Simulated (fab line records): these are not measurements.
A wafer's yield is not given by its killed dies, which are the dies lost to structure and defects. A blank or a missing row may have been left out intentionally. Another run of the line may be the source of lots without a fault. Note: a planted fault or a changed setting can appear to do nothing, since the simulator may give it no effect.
Struck lot and sound lot, side by side + flow nand-harc + 14 steps out of a route of 1302
Sound: these wafers, L813.2, L813.3, L813.5. Wafers L807.1, L807.2, L807.3 were the ones struck. At the end, the cause is stated.
Each step with rows lists, per side, the tool, then ch with its chambers, then its first start. Under that, the readings that differ: sound wafers + struck wafers + difference of the means + sigmas: that difference in standard deviations of wafers without a fault.
alike: words and numbers the same on both sides, and readings whose means are apart by under 2 such deviations; not compared: readings that were withheld, readings missing a value for some wafer, numbers with overlapping values and no deviation given by the record, and bounds like >300 which may hide the same value.
A row with sigmas, a row that says differs or no value, or rows on one side alone: a step with any of these is where the two part. Numbers that have no deviation but don't overlap get no sigmas and don't part them. A reading missing from all wafers of one side parts the sides only when that side holds two or more wafers.

first, 3 steps without rows for these wafers: NHARC_THIN_TSV_EXPOSE_09 (exposes mask TSV); NHARC_THIN_TSV_PEB_10 (peb time 85 s); NHARC_THIN_TSV_DEVELOP_11 (time 70 s).
NHARC_THIN_TSV_CD_MEAS_12 targets a cd of 1000 nm.
  sound on cd-sem-02 ch 0, day 30 21:37; struck on cd-sem-01 ch 0, day 28 12:18
  alike: cd-nm
then, 1 step without rows for these wafers: NHARC_THIN_TSV_HARDBAKE_13 (time 80 s).
NHARC_THIN_TSV_DESCUM_14: chemistry O2, time 3 s.
  sound on rie-diel-09 ch 1,2,3, day 30 21:47; struck on rie-diel-13 ch 0,1,3, day 28 12:28
  alike: drypump-motor-current-A, oes-product-au, rf-vpp-V, showerhead-plenum-p-Torr, throttle-valve-pct
  not compared: rf-hours-counter-h
then, 1 step without rows for these wafers: NHARC_THIN_TSV_ETCH_44 (etches the open film in CF4/O2, target depth 1594.2 nm, time 797.1 s).
NHARC_THIN_TSV_ETCH_15: target depth 3000 nm, bosch target overetch cycles 2, bosch etch step 2.8 s.
  sound on rie-si-01 ch 0,2,3, day 30 22:35; struck on rie-si-02 ch 0,1,2, day 28 13:07
  alike: drypump-motor-current-A, he-backside-leak-sccm
  not compared: rf-hours-counter-h
NHARC_THIN_TSV_CD_MEAS_16:
  sound: cd-sem-03 at day 30 22:42; struck: cd-sem-03 at day 28 13:16
  alike: cd-nm
NHARC_THIN_TSV_STRIP_45: strips in O2.
  sound on plasma-asher-02 ch 0,1, day 30 22:49; struck on plasma-asher-02 ch 0,1, day 28 13:20
  alike: drypump-motor-current-A, heater-power-w
  not compared: rf-hours-counter-h
then, 1 step without rows for these wafers: NHARC_THIN_TSV_STRIP_46 (strips in post etch residue remover, time 1200 s).
NHARC_THIN_TSV_DEP_47: deposits SiO2, target thk 200 nm.
  sound on pecvd-01 ch 0,2, day 30 23:34; struck on pecvd-04 ch 0,1,2, day 28 14:08
  alike: throttle-valve-pct
NHARC_THIN_TSV_ETCHBACK_48: etches the open film in C4F8/Ar, target depth 1028.5 nm, time 405.17 s.
  sound on rie-diel-11 ch 2,3, day 30 23:58; struck on rie-diel-13 ch 0,2,3, day 28 14:32
| reading          | sound             | struck            | difference | sigmas      |
|------------------|-------------------|-------------------|------------|-------------|
| run-length-s (s) | 426.8 426.3 426.1 | 336.5 336.2 335.7 | -90.3      | -99 or more |
  alike: oes-product-au, rf-vpp-V
  not compared: rf-hours-counter-h
NHARC_THIN_TSV_STRIP_62: strips in N2/H2, time 20 s.
  sound on plasma-asher-02 ch 0,1, day 31 00:21; struck on plasma-asher-02 ch 0,1, day 28 14:54
  alike: drypump-motor-current-A, heater-power-w
  not compared: rf-hours-counter-h

== WHERE THEY PART ==
Within this record, at NHARC_THIN_TSV_ETCHBACK_48 only. Later steps at which nothing parts them and some readings are alike: NHARC_THIN_TSV_STRIP_62.

WHY: the cause the simulator had injected
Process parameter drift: rie-diel-13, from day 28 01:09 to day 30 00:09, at NHARC_THIN_TSV_ETCHBACK_48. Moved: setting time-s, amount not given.
